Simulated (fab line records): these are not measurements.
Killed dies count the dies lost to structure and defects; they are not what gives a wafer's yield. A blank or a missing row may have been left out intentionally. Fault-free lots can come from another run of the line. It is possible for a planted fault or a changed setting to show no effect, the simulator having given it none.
The tool behind it: which one? + flow nand_harc + 18 wafers from 6 lots sampled at 3 of the route's 1302 steps

## WHAT EACH GAUGE READ, for each wafer
NHARC_A_M1_INSPECT_11.
| lot  | measured     | on                | raw_defect_count |
|------|--------------|-------------------|------------------|
| L119 | day 23 16:44 | defect_inspect-02 | 52 67 59         |
| L122 | day 24 10:55 | defect_inspect-02 | 58 62 58         |
| L130 | day 28 05:32 | defect_inspect-01 | 19 30 21         |
| L136 | day 30 17:09 | defect_inspect-02 | 97 92 110        |
| L139 | day 31 16:43 | defect_inspect-01 | 96 82 72         |
| L141 | day 33 07:40 | defect_inspect-02 | 136 149 144      |

## WHAT TOOL EACH LOT RAN ON (gives the tool, then ch and the chambers of the sampled wafers, and finally the start)
| lot  | NHARC_A_M0_PVD_21                       | NHARC_A_M0_DEP_32               |
|------|-----------------------------------------|---------------------------------|
| L119 | pvd_sputter-01, day 23 15:23 or earlier | pecvd-01 ch 0,1,2, day 23 15:23 |
| L122 | pvd_sputter-01, day 24 09:33 or earlier | pecvd-03 ch 0,2, day 24 09:33   |
| L130 | pvd_sputter-02, day 28 04:10 or earlier | pecvd-01 ch 0,2, day 28 04:10   |
| L136 | pvd_sputter-01, day 30 15:46 or earlier | pecvd-02 ch 0,1, day 30 15:46   |
| L139 | pvd_sputter-02, day 31 15:27 or earlier | pecvd-01 ch 0,2, day 31 15:27   |
| L141 | pvd_sputter-02, day 33 06:19 or earlier | pecvd-03 ch 1,2, day 33 06:19   |
- NHARC_A_M0_PVD_21: deposits Cu, target thk 30 nm, time 20.49 s.
- NHARC_A_M0_DEP_32: deposits SiCN, target thk 30 nm.

## THE ANSWER, worked out from the rows above alone
Rule: what is usual is taken from the lots themselves. Put in order of their means at a reading, lots are off if they are a third of the lots or fewer, leave a main group of 4 or more, and stand apart from it by a gap of 3 or more times the standard deviation of the main group's means; of several such gaps the widest counts. A main group whose means are all the same, to the digits that the tables above print for the reading, isn't used. Also off: a lot with no number at a reading for which 4 or more lots have one. The other lots that the step has rows for count as sound.
No lot is off on any of the readings shown, so nothing can be concluded from this.

## WHAT HAD BEEN PUT IN BY THE SIMULATOR
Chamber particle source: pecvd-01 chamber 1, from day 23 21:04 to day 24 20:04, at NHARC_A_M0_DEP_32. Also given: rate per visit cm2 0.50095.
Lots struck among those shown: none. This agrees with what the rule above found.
